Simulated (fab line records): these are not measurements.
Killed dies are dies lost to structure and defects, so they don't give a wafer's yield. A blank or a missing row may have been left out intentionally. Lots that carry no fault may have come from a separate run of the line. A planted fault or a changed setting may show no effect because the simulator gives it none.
fab line records -- flow n5Finfet
record: lots: 11, wafers: 30, lastDay: 19
route steps=1938 shown BEOL_M10@1512
lots that met no fault: from a run of the same line without faults
startH: the number of hours between the record's first day and the start of the first shown wafer of the lot -- waitH: time in hours since the lot's previous step -- " identical to the entry in the row above -- L1.1+2: one row covering several wafers at once -- - either no value or no given start -- * or withheld: withheld -- < > ~ a bound
route shown NAME@n: names a module that has steps shown in the file, with the first one's number in the route -- usual: mean/standard deviation of fault-free wafers -- same: alike in all rows -- chamber/n: place in a boat -- sites: the reading at each site -- _std_site: the values' standard deviation -- _edge_site: the outer-site mean with the inner-site mean subtracted -- radiusMm: how far each site lies from the wafer's centre -- mask NAME#n: copy n -- behind: the most recent tool/chamber to have shaped the wafer -- hold: cause of the lot's hold/its duration in hours/its outcome -- device: the n, p or np transistor that did not switch -- end of line: the tests these same wafers got at the end of their route -- for a step that has no rows: nothing shown but its recipe -- killed: count of dies lost to structure and defects at first sort (not the wafer's yield) -- map: per-die view of a wafer (x killed, . not killed, _ where there is no die)
set.NAME: the setting as run; set.NAME@STEP: as run at that earlier step -- model.NAME: the simulator's own value behind a step, which no gauge read
one table for each step of the route and one row for each wafer, over a sample of lots
services: a tool's chamber out of use, with start hour (startH, from the record's first day; less than 0 if before it), hours out, and reason
== steps ==
step: N5_BEOL_M10_TRENCH_ETCH_37
recipe: chemistry: C4F6/O2, targetDepthA: 1488.3, target: SiCOH_lowk, timeS: 48, ionEnergyEv: 250, pressureMtorr: 30, sourceW: 345, biasW: 185, Ar_flow_sccm: 300, C4F6_flow_sccm: 10, O2_flow_sccm: 10
usual: biasW: 184.9/0.5, drypumpMotorCurrentA: 5.8/0.48, mfcArSccm: 300.1/0.93, oes_o_777_au: 0.79/0.075, oesProductAu: 0.79/0.084, rfVppV: 667/7, showerheadPlenumPTorr: 2.84/0.063, throttleValvePct: 21.01/0.24
lot.wafer,tool,chamber,startH,waitH,biasW,drypumpMotorCurrentA,mfcArSccm,oes_o_777_au,oesProductAu,rfHoursCounterH,rfVppV,showerheadPlenumPTorr,throttleValvePct
L500.1,rieDiel-01,3,-,-,185.2,5.2,300.1,0.75,0.74,162,655,2.84,21.28
L500.4,rieDiel-01,1,-,-,184.6,5.7,299.8,0.75,0.73,204,661,2.82,21.17
L500.6,rieDiel-01,3,-,-,185.2,5.2,299.7,0.76,0.73,-,655,2.84,21.25
L502.1,rieDiel-01,3,-,-,184.3,5.2,300.3,0.75,0.74,166,654,2.84,21.28
L502.3,rieDiel-01,1,-,-,185.3,5.6,299.8,0.74,0.73,207,661,2.82,21.16
L502.5,rieDiel-01,3,-,-,183.9,5.2,301.3,0.75,0.74,-,655,2.84,21.27
L503.2,rieDiel-04,1,-,-,184.8,6.3,299.8,0.89,0.89,23,666,2.79,20.72
L503.5,rieDiel-04,3,-,-,184.9,5.5,301.0,0.85,0.85,-,670,2.90,20.89
L503.6,rieDiel-04,2,-,-,185.1,5.5,300.8,0.68,0.67,-,664,2.83,21.32
L504.2,rieDiel-05,1,-,-,186.6,6.6,302.3,0.75,0.74,178,659,2.84,20.83
L504.3,rieDiel-05,3,-,-,184.6,6.0,298.2,0.78,0.77,131,662,2.75,21.19
L504.5,rieDiel-05,2,-,-,184.4,6.1,299.6,0.72,0.69,-,667,2.92,21.29
L510.1,rieDiel-04,3,-,-,184.7,5.5,299.6,0.82,0.83,78,670,2.89,20.93
L510.2,rieDiel-04,2,-,-,184.9,5.6,300.7,0.67,0.66,236,663,2.82,21.36
L510.4,rieDiel-04,1,-,-,184.4,6.2,300.7,0.85,0.87,46,667,2.77,20.77
L512.2,rieDiel-04,0,-,-,185.5,6.2,301.6,0.82,0.84,52,675,2.89,20.78
L512.6,rieDiel-04,2,-,-,185.4,5.5,300.6,0.66,0.67,-,663,2.82,21.37
L515.5,rieDiel-05,2,-,-,185.1,6.0,300.8,1.00,0.98,-,664,2.91,20.97
L515.6,rieDiel-05,3,-,-,184.9,6.0,301.9,0.76,0.74,-,660,2.73,21.25
L514.1,rieDiel-05,0,-,-,184.5,5.7,299.5,0.75,0.75,140,671,2.97,21.15
L514.2,rieDiel-05,3,-,-,184.3,6.0,299.8,0.76,0.74,163,661,2.73,21.23
L514.6,rieDiel-05,0,-,-,185.4,5.7,300.7,0.74,0.76,-,669,2.97,21.14
L513.1,rieDiel-01,2,-,-,184.2,5.0,300.1,0.84,0.85,57,681,2.89,20.63
L513.6,rieDiel-01,1,-,-,184.5,5.6,301.1,0.71,0.70,-,661,2.81,21.20
L516.1,rieDiel-05,1,-,-,184.9,6.6,298.6,0.73,0.72,210,658,2.82,20.89
L516.2,rieDiel-05,3,-,-,185.0,6.0,300.4,0.75,0.74,165,662,2.73,21.26
L516.3,rieDiel-05,0,-,-,184.5,5.7,299.4,0.74,0.75,142,671,2.97,21.16
L519.1,rieDiel-01,3,-,-,185.2,5.2,301.5,0.71,0.70,208,653,2.82,21.34
L519.2,rieDiel-01,1,-,-,185.0,5.6,301.4,0.71,0.70,248,660,2.80,21.22
L519.5,rieDiel-01,1,-,-,185.3,5.7,301.0,0.71,0.70,-,661,2.80,21.22
step: N5_BEOL_M10_SURFACE_TREAT_76
recipe: gas: Ar, timeS: *, ionEnergyEv: *, ionCurrentMaCm2: 0.5, pressureMtorr: *, arFlowSccm: 30
usual: throttleValvePct: *
lot.wafer,tool,chamber,startH,waitH,throttleValvePct
L500.1,pvdSputter-01,-,269.05,0.2,*
L500.4,pvdSputter-01,-,269.05,0.2,*
L500.6,pvdSputter-01,-,269.05,0.2,*
L502.1,pvdSputter-03,-,279.18,0.2,*
L502.3,pvdSputter-03,-,279.18,0.2,*
L502.5,pvdSputter-03,-,279.18,0.2,*
L503.2,pvdSputter-02,-,283.20,0.2,*
L503.5,pvdSputter-02,-,283.20,0.2,*
L503.6,pvdSputter-02,-,283.20,0.2,*
L504.2,pvdSputter-02,-,303.74,0.2,*
L504.3,pvdSputter-02,-,303.74,0.2,*
L504.5,pvdSputter-02,-,303.74,0.2,*
L510.1,pvdSputter-02,-,359.16,1.4,*
L510.2,pvdSputter-02,-,359.16,1.4,*
L510.4,pvdSputter-02,-,359.16,1.4,*
L512.2,pvdSputter-03,-,366.69,0.2,*
L512.6,pvdSputter-03,-,366.69,0.2,*
L515.5,pvdSputter-02,-,385.46,0.4,*
L515.6,pvdSputter-02,-,385.46,0.4,*
L514.1,pvdSputter-01,-,387.54,0.2,*
L514.2,pvdSputter-01,-,387.54,0.2,*
L514.6,pvdSputter-01,-,387.54,0.2,*
L513.1,pvdSputter-03,-,391.67,0.2,*
L513.6,pvdSputter-03,-,391.67,0.2,*
L516.1,pvdSputter-02,-,393.83,0.4,*
L516.2,pvdSputter-02,-,393.83,0.4,*
L516.3,pvdSputter-02,-,393.83,0.4,*
L519.1,pvdSputter-02,-,402.93,0.3,*
L519.2,pvdSputter-02,-,402.93,0.3,*
L519.5,pvdSputter-02,-,402.93,0.3,*
step: N5_BEOL_M10_ECD_50
recipe: material: Cu, targetThkA: 3180
lot.wafer,tool,chamber,startH,waitH
L500.1+4+6,ecdCu-01,"1,0,0",269.34,0.1
L502.1+3+5,ecdCu-01,"1,0,0",279.58,0.1
L503.2+5+6,ecdCu-02,"1,0,1",283.57,0.1
L504.2+3+5,ecdCu-01,"0,1,1",304.04,0.1
L510.1+2+4,ecdCu-02,"1,0,0",361.24,0.1
L512.2+6,ecdCu-01,"1,0",366.98,0.1
L515.5+6,ecdCu-01,"0,1",386.27,0.1
L514.1+2+6,ecdCu-02,"1,0,0",388.20,0.1
L513.1+6,ecdCu-01,1,392.13,0.1
L516.1+2+3,ecdCu-02,"1,0,0",394.19,0.1
L519.1+2+5,ecdCu-02,"1,0,1",403.45,0.1
step: N5_BEOL_M10_ANNEAL_51
recipe: tempC: 225, timeS: 90, ambient: N2
usual: wafer_temp_C_max: 226.0/0.32
lot.wafer,tool,chamber,startH,waitH,wafer_temp_C_max
L500.1,rtpAnneal-01,0,269.80,0.4,225.9
L500.4,rtpAnneal-01,0,269.80,0.4,226.0
L500.6,rtpAnneal-01,0,269.80,0.4,225.8
L502.1,rtpAnneal-01,0,280.81,1.2,225.7
L502.3,rtpAnneal-01,0,280.81,1.2,225.6
L502.5,rtpAnneal-01,0,280.81,1.2,225.7
L503.2,rtpAnneal-02,0,283.77,0.2,226.4
L503.5,rtpAnneal-02,0,283.77,0.2,226.3
L503.6,rtpAnneal-02,0,283.77,0.2,226.4
L504.2,rtpAnneal-02,0,304.29,0.2,225.9
L504.3,rtpAnneal-02,0,304.29,0.2,226.2
L504.5,rtpAnneal-02,0,304.29,0.2,226.3
L510.1,rtpAnneal-01,0,361.35,0.1,225.7
L510.2,rtpAnneal-01,0,361.35,0.1,226.1
L510.4,rtpAnneal-01,0,361.35,0.1,226.1
L512.2,rtpAnneal-02,0,367.27,0.3,226.4
L512.6,rtpAnneal-02,0,367.27,0.3,226.3
L515.5,rtpAnneal-02,0,386.65,0.4,226.2
L515.6,rtpAnneal-02,0,386.65,0.4,226.2
L514.1,rtpAnneal-02,0,389.27,1.0,226.5
L514.2,rtpAnneal-02,0,389.27,1.0,226.1
L514.6,rtpAnneal-02,0,389.27,1.0,226.4
L513.1,rtpAnneal-01,0,392.28,0.1,225.8
L513.6,rtpAnneal-01,0,392.28,0.1,226.1
L516.1,rtpAnneal-01,0,394.30,0.1,225.9
L516.2,rtpAnneal-01,0,394.30,0.1,225.9
L516.3,rtpAnneal-01,0,394.30,0.1,225.8
L519.1,rtpAnneal-01,0,403.56,0.1,225.7
L519.2,rtpAnneal-01,0,403.56,0.1,225.9
L519.5,rtpAnneal-01,0,403.56,0.1,226.1
step: N5_BEOL_M10_CMP_52
recipe: stopOn: SiCOH_lowk, tOverpolishS: 7, downForcePsi: 1, platenRpm: 50, clearingPlatenDownForcePsi: 1.5, clearingPlatenRpm: 50, postCmpClean: cuAlkaline, targetThkNm: 140, clearingPlatenPadVelocityMS: 0.99484, padVelocityMS: 0.99484
usual: motorCurrentA: 5.7/0.71, slurryFilterDpKPa: 13.49/0.13, timeToEndpointS: 66.1/2.8
lot.wafer,tool,chamber,startH,waitH,motorCurrentA,slurryFilterDpKPa,timeToEndpointS
L500.1,cmp-03,2,270.41,0.5,7.2,13.70,71.8
L500.4,cmp-03,3,270.41,0.5,5.7,13.53,67.2
L500.6,cmp-03,1,270.41,0.5,5.8,13.58,66.3
L502.3,cmp-02,0,281.45,0.4,5.4,13.40,69.0
L502.1,cmp-02,1,281.45,0.4,6.6,13.50,70.1
L502.5,cmp-02,3,281.45,0.4,5.6,13.39,70.0
L503.2,cmp-01,0,284.03,0.2,4.8,13.72,67.0
L503.5,cmp-01,0,284.03,0.2,4.9,13.53,67.0
L503.6,cmp-01,1,284.03,0.2,6.7,13.43,68.1
L504.3,cmp-01,0,304.54,0.2,5.0,13.33,62.6
L504.2,cmp-01,1,304.54,0.2,6.3,13.28,64.1
L504.5,cmp-01,0,304.54,0.2,4.9,13.45,65.0
L510.2,cmp-02,1,361.65,0.2,6.6,13.55,66.2
L510.1,cmp-02,2,361.65,0.2,5.6,13.53,68.9
L510.4,cmp-02,0,361.65,0.2,5.5,13.40,63.7
L512.2,cmp-03,0,367.52,0.2,4.6,13.60,64.3
L512.6,cmp-03,1,367.52,0.2,5.9,13.62,84.7
L515.6,cmp-01,1,386.92,0.2,6.4,13.41,85.7
L515.5,cmp-01,2,386.92,0.2,5.6,13.70,84.7
L514.2,cmp-01,3,389.58,0.2,4.8,13.23,66.3
L514.1,cmp-01,0,389.58,0.2,4.9,13.32,69.7
L514.6,cmp-01,3,389.58,0.2,4.6,13.37,63.5
L513.1,cmp-03,2,392.61,0.3,7.1,13.40,67.5
L513.6,cmp-03,2,392.61,0.3,7.3,13.50,88.1
L516.1,cmp-03,3,394.60,0.3,5.9,13.50,63.7
L516.3,cmp-03,0,394.60,0.3,4.6,13.46,61.7
L516.2,cmp-03,2,394.60,0.3,7.1,13.62,68.2
L519.1,cmp-02,0,403.93,0.3,5.6,13.55,60.3
L519.2,cmp-02,1,403.93,0.3,6.4,13.58,60.3
L519.5,cmp-02,3,403.93,0.3,5.3,13.44,59.7
== services ==
tool,chamber,startH,hours,kind
cmp-01,-,244.45,9.3,pm
cmp-03,-,254.32,4.0,pm
cmp-02,-,255.89,0.6,repair
ecdCu-01,-,258.37,2.3,repair
cmp-01,-,262.96,1.1,repair
pvdSputter-02,-,265.13,12.8,repair
cmp-02,-,275.61,1.5,repair
rieDiel-04,2,287.32,7.5,repair
ecdCu-02,-,293.37,0.7,repair
cmp-02,-,295.52,9.9,pm
ecdCu-01,-,307.20,2.7,repair
cmp-02,-,307.53,3.0,pm
rieDiel-04,2,308.08,5.8,repair
rieDiel-05,2,313.06,5.9,repair
cmp-01,-,323.34,3.7,repair
rieDiel-04,2,326.28,1.8,repair
cmp-01,-,331.12,4.0,pm
cmp-03,-,339.75,1.4,repair
cmp-03,-,351.50,1.3,repair
pvdSputter-03,-,361.72,2.7,repair
cmp-03,-,378.34,3.5,repair
ecdCu-01,-,381.78,3.5,pm
cmp-02,-,383.83,4.0,pm
ecdCu-01,-,387.26,2.6,repair
== key ==
firstSign: step: N5_BEOL_M10_CMP_52, reading: timeToEndpointS, direction: up, sigmas: 7, usual: *, struck: *
effect none on later readings
metAt N5_BEOL_M10_ECD_50
struckLots L512,L513,L515
struckWafers L512.6,L513.6,L515.5,L515.6
notActingAt N5_BEOL_M10_TRENCH_ETCH_37,N5_BEOL_M10_SURFACE_TREAT_76,N5_BEOL_M10_ANNEAL_51
onsetBetween 304.04 366.98
fault: kind: processParameterDrift, tool: ecdCu-01, chamber: -, onsetH: 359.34, steps: N5_BEOL_M10_ECD_50, channel: targetThkA, offset: *, shape: step, endH: 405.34, scope: struckWafersOnly, actsIn: *, stated: *
